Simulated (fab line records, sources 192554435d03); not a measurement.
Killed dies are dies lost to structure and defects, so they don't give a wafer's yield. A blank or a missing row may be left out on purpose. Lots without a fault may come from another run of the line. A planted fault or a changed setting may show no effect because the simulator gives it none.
Chamber matching | flow n5_finfet | N5_FIN_SAQP_HM_DEP_72 on pecvd-03: 3 sister chambers
The step deposits SiO2 from SiH4/N2O, target thk 12 nm, time 7.2 s. 14 wafers are shown with their chamber, then 7 later ones without.

WAFERS WITH THEIR CHAMBER
wafer  | chamber | showerhead_plenum_p_Torr (Torr) | heater_power_w (W)
L079.1 | 2       | 8.16                            | 868
L079.4 | 2       | 8.16                            | 845
L079.6 | 0       | 8.12                            | 811
L081.2 | 0       | 8.12                            | 821
L081.3 | 2       | 8.19                            | 789
L081.4 | 2       | 8.18                            | 780
L082.1 | 0       | 8.13                            | 809
L082.2 | 2       | 8.15                            | 818
L082.4 | 1       | 8.11                            | 866
L084.1 | 0       | 8.12                            | 699
L084.5 | 1       | 8.12                            | 829
L084.6 | 0       | 8.12                            | 690
L085.4 | 1       | 8.12                            | 882
L085.5 | 2       | 8.18                            | 798

SIGNATURES (means of the wafers above)
reading                  | chamber 0 | chamber 1 | chamber 2 | scatter within a chamber
showerhead_plenum_p_Torr | 8.1220    | 8.1167    | 8.1700    | 0.0111
heater_power_w           | 766.00    | 859.00    | 816.33    | 47.2
Rule: a wafer's distance from a chamber is the root of the sum, over the readings, of the square of ((its reading less the chamber's mean) divided by the reading's scatter). The wafer belongs to the nearest chamber; if the next one is less than 2 further off, it can't be placed. The scatter: the root of (the sum of the squares of (reading less its chamber's mean) over the shown wafers, divided by (wafers less chambers)).

WAFERS WITHOUT THEIR CHAMBER
wafer  | showerhead_plenum_p_Torr (Torr) | heater_power_w (W)
L085.6 | 8.14                            | 781
L091.1 | 8.15                            | 862
L091.3 | 8.15                            | 833
L091.5 | 8.16                            | 848
L093.1 | 8.16                            | 756
L093.3 | 8.14                            | 782
L093.4 | 8.19                            | 733

WHICH CHAMBER EACH WENT THROUGH
wafer  | from the rows above          | in truth
L085.6 | can't be placed: 0 or 1 or 2 | 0
L091.1 | can't be placed: 2 or 1 or 0 | 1
L091.3 | can't be placed: 2 or 0 or 1 | 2
L091.5 | 2                            | 2
L093.1 | can't be placed: 2 or 0      | 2
L093.3 | can't be placed: 0 or 1 or 2 | 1
L093.4 | 2                            | 2
Placed correctly: 2 of 7. Can't be placed from these rows: 5 (the true chamber is among the candidates in 5). Placed wrongly: 0.
